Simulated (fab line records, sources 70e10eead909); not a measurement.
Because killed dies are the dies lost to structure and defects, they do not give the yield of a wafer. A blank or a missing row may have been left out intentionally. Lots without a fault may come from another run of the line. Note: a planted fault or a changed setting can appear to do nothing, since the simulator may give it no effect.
The tool behind it: which one? :: flow nand_harc :: 12 lots, 36 wafers sampled, at 5 steps of a route of 1302

== WHAT THE GAUGES READ, wafer by wafer ==
NHARC_P_BONDPAD_CD_MEAS_09 targets a cd of 500 nm. Usual: cd_nm 499 nm, standard deviation 3.1.
lot: L561
measured: day 7 03:08
on: cd_sem-02
cd_nm (nm): 499 502 500
flag: 

lot: L562
measured: day 7 07:37
on: cd_sem-01
cd_nm (nm): 501 498 498
flag: 

lot: L563
measured: day 7 19:11
on: cd_sem-02
cd_nm (nm): 502 492 502
flag: 

lot: L571
measured: day 11 05:23
on: cd_sem-02
cd_nm (nm): 502 496 497
flag: 

lot: L572
measured: day 11 12:21
on: cd_sem-03
cd_nm (nm): 501 500 503
flag: 

lot: L575
measured: day 12 12:52
on: cd_sem-02
cd_nm (nm): 495 500 500
flag: 

lot: L574
measured: day 12 13:41
on: cd_sem-03
cd_nm (nm): 500 503 496
flag: 

lot: L573
measured: day 12 16:12
on: cd_sem-01
cd_nm (nm): 500 500 501
flag: 

lot: L578
measured: day 14 00:05
on: cd_sem-03
cd_nm (nm): 497 501 499
flag: 

lot: L579
measured: day 14 13:41
on: cd_sem-02
cd_nm (nm): 503 502 503
flag: 

lot: L580
measured: day 15 04:49
on: cd_sem-03
cd_nm (nm): 499 497 501
flag: 

lot: L583
measured: day 16 02:08
on: cd_sem-02
cd_nm (nm): 496 496 501
flag: 

NHARC_END_SORT_01. Usual: defect_limited_yield 91.5 %, standard deviation 2.7; killed_at_array 52, standard deviation 19; killed_at_other 0.9, standard deviation 1.3; killed_at_periphery 4, standard deviation 3.1; killed_dies 57, standard deviation 18; killed_open 3.2, standard deviation 1.7; killed_short 2.3, standard deviation 1.4; sort_bin_2_pct 2.9 %, standard deviation 1.2; sort_bin_3_pct 0.6 %, standard deviation 0.42; sort_bin_4_pct 4.9 %, standard deviation 1.5; sort_n_pass 620, standard deviation 18; sort_rim_yield_pct 93 %, standard deviation 4.3; sort_yield_pct 91.5 %, standard deviation 2.7.
lot: L571
measured: day 29 02:50
on: prober-01
defect_limited_yield (%): 86.3 87.9 90.3
killed_at_array: 88 80 63
killed_at_other: 0 0 1
killed_at_periphery: 5 2 2
killed_dies: 93 82 66
killed_open: 3 5 4
killed_short: 0 2 2
sort_bin_2_pct (%): 5.6 4.6 3.2
sort_bin_3_pct (%): 0.9 0.7 0.6
sort_bin_4_pct (%): 7.2 6.8 5.9
sort_n_pass: 584 595 611
sort_rim_yield_pct (%): 97 98 86
sort_yield_pct (%): 86.3 87.9 90.3
flag: 

lot: L575
measured: day 30 00:44
on: prober-01
defect_limited_yield (%): 92.8 91.4 90.4
killed_at_array: 41 51 50
killed_at_other: 0 0 0
killed_at_periphery: 8 7 15
killed_dies: 49 58 65
killed_open: 4 2 6
killed_short: 1 8 3
sort_bin_2_pct (%): 2.5 2.7 2.4
sort_bin_3_pct (%): 0.3 0.9 0.9
sort_bin_4_pct (%): 4.4 5.0 6.4
sort_n_pass: 628 619 612
sort_rim_yield_pct (%): 99 95 99
sort_yield_pct (%): 92.8 91.4 90.4
flag: 

lot: L574
measured: day 30 00:45
on: prober-02
defect_limited_yield (%): 90.5 89.1 91.9
killed_at_array: 59 70 52
killed_at_other: 1 0 0
killed_at_periphery: 4 4 3
killed_dies: 64 74 55
killed_open: 4 5 7
killed_short: 3 4 1
sort_bin_2_pct (%): 3.1 3.8 2.8
sort_bin_3_pct (%): 0.4 0.7 0.6
sort_bin_4_pct (%): 5.9 6.4 4.7
sort_n_pass: 613 603 622
sort_rim_yield_pct (%): 87 95 86
sort_yield_pct (%): 90.5 89.1 91.9
flag: 

lot: L583
measured: day 33 13:43
on: prober-02
defect_limited_yield (%): 92.6 90.8 93.9
killed_at_array: 45 57 36
killed_at_other: 2 4 2
killed_at_periphery: 3 1 3
killed_dies: 50 62 41
killed_open: 1 2 4
killed_short: 1 2 4
sort_bin_2_pct (%): 2.4 1.9 1.5
sort_bin_3_pct (%): 0.3 0.9 0.6
sort_bin_4_pct (%): 4.7 6.4 4.0
sort_n_pass: 627 615 636
sort_rim_yield_pct (%): 92 97 89
sort_yield_pct (%): 92.6 90.8 93.9
flag: 

== EACH LOT AND THE TOOL THAT RAN IT (in order: tool; ch and the chambers of the sampled wafers; start) ==
lot: L561
NHARC_P_M2_ETCH_28: rie_diel-10 ch 0,2,3, day 7 01:26 or earlier
NHARC_P_M2_PRE_CLEAN_32: pecvd-04 ch 1,2, day 7 01:26
NHARC_P_M2_DEP_33: pecvd-04 ch 1,2, day 7 01:31

lot: L562
NHARC_P_M2_ETCH_28: rie_diel-02 ch 0,1,3, day 7 05:59 or earlier
NHARC_P_M2_PRE_CLEAN_32: pecvd-04 ch 1,2, day 7 05:59
NHARC_P_M2_DEP_33: pecvd-04 ch 1,2, day 7 06:04

lot: L563
NHARC_P_M2_ETCH_28: rie_diel-02 ch 0,1,2, day 7 17:29 or earlier
NHARC_P_M2_PRE_CLEAN_32: pecvd-04 ch 1,2, day 7 17:29
NHARC_P_M2_DEP_33: pecvd-04 ch 1,2, day 7 17:35

lot: L571
NHARC_P_M2_ETCH_28: rie_diel-02 ch 1,2,3, day 11 03:49 or earlier
NHARC_P_M2_PRE_CLEAN_32: pecvd-03 ch 0,1,2, day 11 03:49
NHARC_P_M2_DEP_33: pecvd-03 ch 0,1,2, day 11 03:59

lot: L572
NHARC_P_M2_ETCH_28: rie_diel-02 ch 0,1,2, day 11 10:38 or earlier
NHARC_P_M2_PRE_CLEAN_32: pecvd-04 ch 0,1,2, day 11 10:38
NHARC_P_M2_DEP_33: pecvd-04 ch 0,1,2, day 11 10:43

lot: L575
NHARC_P_M2_ETCH_28: rie_diel-05 ch 0,3, day 12 11:10 or earlier
NHARC_P_M2_PRE_CLEAN_32: pecvd-02 ch 0,1,2, day 12 11:10
NHARC_P_M2_DEP_33: pecvd-02 ch 0,1,2, day 12 11:15

lot: L574
NHARC_P_M2_ETCH_28: rie_diel-05 ch 0,1,3, day 12 11:58 or earlier
NHARC_P_M2_PRE_CLEAN_32: pecvd-03 ch 1,2, day 12 11:58
NHARC_P_M2_DEP_33: pecvd-03 ch 1,2, day 12 12:05

lot: L573
NHARC_P_M2_ETCH_28: rie_diel-05 ch 1,2, day 12 14:29 or earlier
NHARC_P_M2_PRE_CLEAN_32: pecvd-02 ch 0,1, day 12 14:29
NHARC_P_M2_DEP_33: pecvd-02 ch 0,1, day 12 14:34

lot: L578
NHARC_P_M2_ETCH_28: rie_diel-10 ch 1,2,3, day 13 22:31 or earlier
NHARC_P_M2_PRE_CLEAN_32: pecvd-03 ch 0,1, day 13 22:31
NHARC_P_M2_DEP_33: pecvd-03 ch 0,1, day 13 22:37

lot: L579
NHARC_P_M2_ETCH_28: rie_diel-05 ch 0,1,2, day 14 11:58 or earlier
NHARC_P_M2_PRE_CLEAN_32: pecvd-03 ch 0,1,2, day 14 11:58
NHARC_P_M2_DEP_33: pecvd-03 ch 0,1,2, day 14 12:05

lot: L580
NHARC_P_M2_ETCH_28: rie_diel-05 ch 0,1,2, day 15 03:07 or earlier
NHARC_P_M2_PRE_CLEAN_32: pecvd-04 ch 0,1, day 15 03:07
NHARC_P_M2_DEP_33: pecvd-04 ch 0,1, day 15 03:14

lot: L583
NHARC_P_M2_ETCH_28: rie_diel-10 ch 1,2,3, day 16 00:33 or earlier
NHARC_P_M2_PRE_CLEAN_32: pecvd-03 ch 0,2, day 16 00:33
NHARC_P_M2_DEP_33: pecvd-03 ch 0,2, day 16 00:38
- NHARC_P_M2_ETCH_28: etches the open film in CF4/N2, target depth 30 nm, time 72.99 s.
- NHARC_P_M2_PRE_CLEAN_32: time 12 s.
- NHARC_P_M2_DEP_33: deposits SiCN, target thk 30 nm.

== WHAT THE TOOLS THEMSELVES READ (means of the sampled wafers that have a number; where no wafer has one, the mark that the record gives instead) ==
NHARC_P_M2_ETCH_28. Usual: drypump_motor_current_A 5.7 A, standard deviation 0.46; oes_product_au 0.998 a.u., standard deviation 0.014; rf_vpp_V 313.9 V, standard deviation 1.6; showerhead_plenum_p_Torr 2.60 Torr, standard deviation 0.078; throttle_valve_pct 19.794 %, standard deviation 0.0097.
lot: L561
tool: rie_diel-10
drypump_motor_current_A (A): 5.6
oes_product_au (a.u.): 0.996
rf_vpp_V (V): 312.9
showerhead_plenum_p_Torr (Torr): 2.55
throttle_valve_pct (%): 19.797
flag: 

lot: L562
tool: rie_diel-02
drypump_motor_current_A (A): 5.8
oes_product_au (a.u.): 0.992
rf_vpp_V (V): 314.9
showerhead_plenum_p_Torr (Torr): 2.65
throttle_valve_pct (%): 19.796
flag: 

lot: L563
tool: rie_diel-02
drypump_motor_current_A (A): 5.7
oes_product_au (a.u.): 0.995
rf_vpp_V (V): 314.8
showerhead_plenum_p_Torr (Torr): 2.64
throttle_valve_pct (%): 19.799
flag: 

lot: L571
tool: rie_diel-02
drypump_motor_current_A (A): 5.8
oes_product_au (a.u.): 0.995
rf_vpp_V (V): 313.9
showerhead_plenum_p_Torr (Torr): 2.65
throttle_valve_pct (%): 19.789
flag: 

lot: L572
tool: rie_diel-02
drypump_motor_current_A (A): 5.7
oes_product_au (a.u.): 0.990
rf_vpp_V (V): 314.6
showerhead_plenum_p_Torr (Torr): 2.63
throttle_valve_pct (%): 19.799
flag: 

lot: L575
tool: rie_diel-05
drypump_motor_current_A (A): 6.1
oes_product_au (a.u.): 1.009
rf_vpp_V (V): 312.6
showerhead_plenum_p_Torr (Torr): 2.55
throttle_valve_pct (%): 19.796
flag: 

lot: L574
tool: rie_diel-05
drypump_motor_current_A (A): 5.8
oes_product_au (a.u.): 1.014
rf_vpp_V (V): 314.3
showerhead_plenum_p_Torr (Torr): 2.59
throttle_valve_pct (%): 19.790
flag: 

lot: L573
tool: rie_diel-05
drypump_motor_current_A (A): 5.6
oes_product_au (a.u.): 0.992
rf_vpp_V (V): 316.3
showerhead_plenum_p_Torr (Torr): 2.71
throttle_valve_pct (%): 19.787
flag: 

lot: L578
tool: rie_diel-10
drypump_motor_current_A (A): 5.8
oes_product_au (a.u.): 0.994
rf_vpp_V (V): 311.5
showerhead_plenum_p_Torr (Torr): 2.51
throttle_valve_pct (%): 19.807
flag: 

lot: L579
tool: rie_diel-05
drypump_motor_current_A (A): 5.8
oes_product_au (a.u.): 1.007
rf_vpp_V (V): 314.9
showerhead_plenum_p_Torr (Torr): 2.65
throttle_valve_pct (%): 19.787
flag: 

lot: L580
tool: rie_diel-05
drypump_motor_current_A (A): 5.9
oes_product_au (a.u.): 1.006
rf_vpp_V (V): 315.3
showerhead_plenum_p_Torr (Torr): 2.65
throttle_valve_pct (%): 19.792
flag: 

lot: L583
tool: rie_diel-10
drypump_motor_current_A (A): 5.8
oes_product_au (a.u.): 0.993
rf_vpp_V (V): 312.3
showerhead_plenum_p_Torr (Torr): 2.51
throttle_valve_pct (%): 19.798
flag: 

NHARC_P_M2_PRE_CLEAN_32. Usual: heater_power_outer_w 339 W, standard deviation 55; heater_power_w 605 W, standard deviation 84.
lot: L561
tool: pecvd-04
heater_power_outer_w (W): 391
heater_power_w (W): 678
flag: 

lot: L562
tool: pecvd-04
heater_power_outer_w (W): 396
heater_power_w (W): 667
flag: 

lot: L563
tool: pecvd-04
heater_power_outer_w (W): 360
heater_power_w (W): 616
flag: 

lot: L571
tool: pecvd-03
heater_power_outer_w (W): 321
heater_power_w (W): 567
flag: 

lot: L572
tool: pecvd-04
heater_power_outer_w (W): 429
heater_power_w (W): 737
flag: 

lot: L575
tool: pecvd-02
heater_power_outer_w (W): 326
heater_power_w (W): 587
flag: 

lot: L574
tool: pecvd-03
heater_power_outer_w (W): 257
heater_power_w (W): 512
flag: 

lot: L573
tool: pecvd-02
heater_power_outer_w (W): 271
heater_power_w (W): 559
flag: 

lot: L578
tool: pecvd-03
heater_power_outer_w (W): 365
heater_power_w (W): 635
flag: 

lot: L579
tool: pecvd-03
heater_power_outer_w (W): 344
heater_power_w (W): 599
flag: 

lot: L580
tool: pecvd-04
heater_power_outer_w (W): 374
heater_power_w (W): 660
flag: 

lot: L583
tool: pecvd-03
heater_power_outer_w (W): 321
heater_power_w (W): 552
flag: 

NHARC_P_M2_DEP_33. Usual: chamber_pressure_Torr 3.000 Torr, standard deviation 0.0068; heater_power_outer_w 301 W, standard deviation 53; heater_power_w 556 W, standard deviation 82.
lot: L561
tool: pecvd-04
chamber_pressure_Torr (Torr): 3.002
heater_power_outer_w (W): 341
heater_power_w (W): 623
flag: 

lot: L562
tool: pecvd-04
chamber_pressure_Torr (Torr): -
heater_power_outer_w (W): -
heater_power_w (W): -
flag: OFF

lot: L563
tool: pecvd-04
chamber_pressure_Torr (Torr): -
heater_power_outer_w (W): -
heater_power_w (W): -
flag: OFF

lot: L571
tool: pecvd-03
chamber_pressure_Torr (Torr): 2.997
heater_power_outer_w (W): 292
heater_power_w (W): 539
flag: 

lot: L572
tool: pecvd-04
chamber_pressure_Torr (Torr): 2.997
heater_power_outer_w (W): 363
heater_power_w (W): 656
flag: 

lot: L575
tool: pecvd-02
chamber_pressure_Torr (Torr): 2.997
heater_power_outer_w (W): 257
heater_power_w (W): 503
flag: 

lot: L574
tool: pecvd-03
chamber_pressure_Torr (Torr): 3.002
heater_power_outer_w (W): 279
heater_power_w (W): 546
flag: 

lot: L573
tool: pecvd-02
chamber_pressure_Torr (Torr): 2.996
heater_power_outer_w (W): 282
heater_power_w (W): 576
flag: 

lot: L578
tool: pecvd-03
chamber_pressure_Torr (Torr): 2.995
heater_power_outer_w (W): 298
heater_power_w (W): 536
flag: 

lot: L579
tool: pecvd-03
chamber_pressure_Torr (Torr): 3.002
heater_power_outer_w (W): 289
heater_power_w (W): 532
flag: 

lot: L580
tool: pecvd-04
chamber_pressure_Torr (Torr): 2.999
heater_power_outer_w (W): 322
heater_power_w (W): 596
flag: 

lot: L583
tool: pecvd-03
chamber_pressure_Torr (Torr): 3.004
heater_power_outer_w (W): 310
heater_power_w (W): 532
flag: 

== THE ANSWER, worked out from the rows above alone ==
Rule: a lot counts as off when the mean over its wafers that have a number is more than 3 standard deviations away from the usual mean. Also off: a lot with no number at a reading for which 4 or more lots have one. All remaining lots with rows at the step are treated as sound. After the gauges, taken in route order, come the tools' own readings; for these a lot's mean is taken, as printed above. At the first step where some lot is off, the reading lying furthest off is the one used; lots without a number count as furthest.
Off at NHARC_P_M2_DEP_33 (chamber_pressure_Torr): L562, L563. Without a number there: L562, L563.
A tool fits if, at that step or a process step before it, it ran every lot that is off, and no sound lot after the first of them. With no start given for some of its lots, NHARC_P_M2_ETCH_28 uses the hours and lot order of NHARC_P_M2_PRE_CLEAN_32. No candidate that was tried fits.

== WHAT THE SIMULATOR PUT IN ==
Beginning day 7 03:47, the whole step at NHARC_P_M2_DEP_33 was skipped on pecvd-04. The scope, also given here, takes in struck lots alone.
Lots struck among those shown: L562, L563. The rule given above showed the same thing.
